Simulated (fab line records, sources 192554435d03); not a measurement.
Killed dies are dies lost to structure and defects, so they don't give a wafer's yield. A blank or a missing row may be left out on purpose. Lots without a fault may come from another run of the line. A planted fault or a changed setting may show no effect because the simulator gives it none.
Chamber matching | flow n5_finfet | N5_BEOL_M15_ETCH_59 on rie_diel-03: 4 sister chambers
The step etches BARC in N2/H2, target depth 89 nm, overetch 26.7 nm, time 67.9 s. 16 wafers are shown with their chamber, then 8 later ones without.

WAFERS WITH THEIR CHAMBER
wafer  | chamber | showerhead_plenum_p_Torr (Torr) | throttle_valve_pct (%) | drypump_motor_current_A (A)
L074.2 | 1       | 2.59                            | 17.78                  | 5.2
L074.4 | 0       | 2.42                            | 18.25                  | 5.5
L074.6 | 1       | 2.59                            | 17.78                  | 5.2
L078.1 | 2       | 2.50                            | 17.87                  | 5.7
L078.2 | 1       | 2.59                            | 17.78                  | 5.3
L078.6 | 0       | 2.42                            | 18.27                  | 5.5
L082.1 | 1       | 2.58                            | 17.81                  | 5.3
L082.3 | 3       | 2.60                            | 17.71                  | 5.7
L082.5 | 3       | 2.60                            | 17.72                  | 5.7
L083.3 | 3       | 2.60                            | 17.71                  | 5.7
L083.4 | 1       | 2.58                            | 17.79                  | 5.2
L083.5 | 2       | 2.49                            | 17.89                  | 5.6
L085.1 | 1       | 2.58                            | 17.81                  | 5.3
L085.3 | 0       | 2.42                            | 18.29                  | 5.5
L085.6 | 2       | 2.49                            | 17.91                  | 5.7
L088.1 | 2       | 2.48                            | 17.95                  | 5.7

SIGNATURES (means of the wafers above)
reading                  | chamber 0 | chamber 1 | chamber 2 | chamber 3 | scatter within a chamber
showerhead_plenum_p_Torr | 2.4200    | 2.5850    | 2.4900    | 2.6000    | 0.0054
throttle_valve_pct       | 18.2700   | 17.7917   | 17.9050   | 17.7133   | 0.0213
drypump_motor_current_A  | 5.500     | 5.250     | 5.675     | 5.700     | 0.0433
Rule: a wafer's distance from a chamber is the root of the sum, over the readings, of the square of ((its reading less the chamber's mean) divided by the reading's scatter). The wafer belongs to the nearest chamber; if the next one is less than 2 further off, it can't be placed. The scatter: the root of (the sum of the squares of (reading less its chamber's mean) over the shown wafers, divided by (wafers less chambers)).

WAFERS WITHOUT THEIR CHAMBER
wafer  | showerhead_plenum_p_Torr (Torr) | throttle_valve_pct (%) | drypump_motor_current_A (A)
L088.2 | 2.58                            | 17.81                  | 5.2
L088.4 | 2.59                            | 17.78                  | 5.7
L096.1 | 2.58                            | 17.77                  | 5.7
L096.5 | 2.58                            | 17.81                  | 5.2
L096.6 | 2.48                            | 17.98                  | 5.7
L097.4 | 2.72                            | 17.91                  | 5.5
L097.5 | 2.72                            | 17.92                  | 5.5
L097.6 | 2.58                            | 17.78                  | 5.7

WHICH CHAMBER EACH WENT THROUGH
wafer  | from the rows above     | in truth
L088.2 | 1                       | 1
L088.4 | 3                       | 3
L096.1 | 3                       | 3
L096.5 | 1                       | 1
L096.6 | 2                       | 2
L097.4 | can't be placed: 3 or 1 | 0
L097.5 | can't be placed: 3 or 1 | 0
L097.6 | 3                       | 3
Placed correctly: 6 of 8. Can't be placed from these rows: 2 (the true chamber is among the candidates in 0). Placed wrongly: 0.
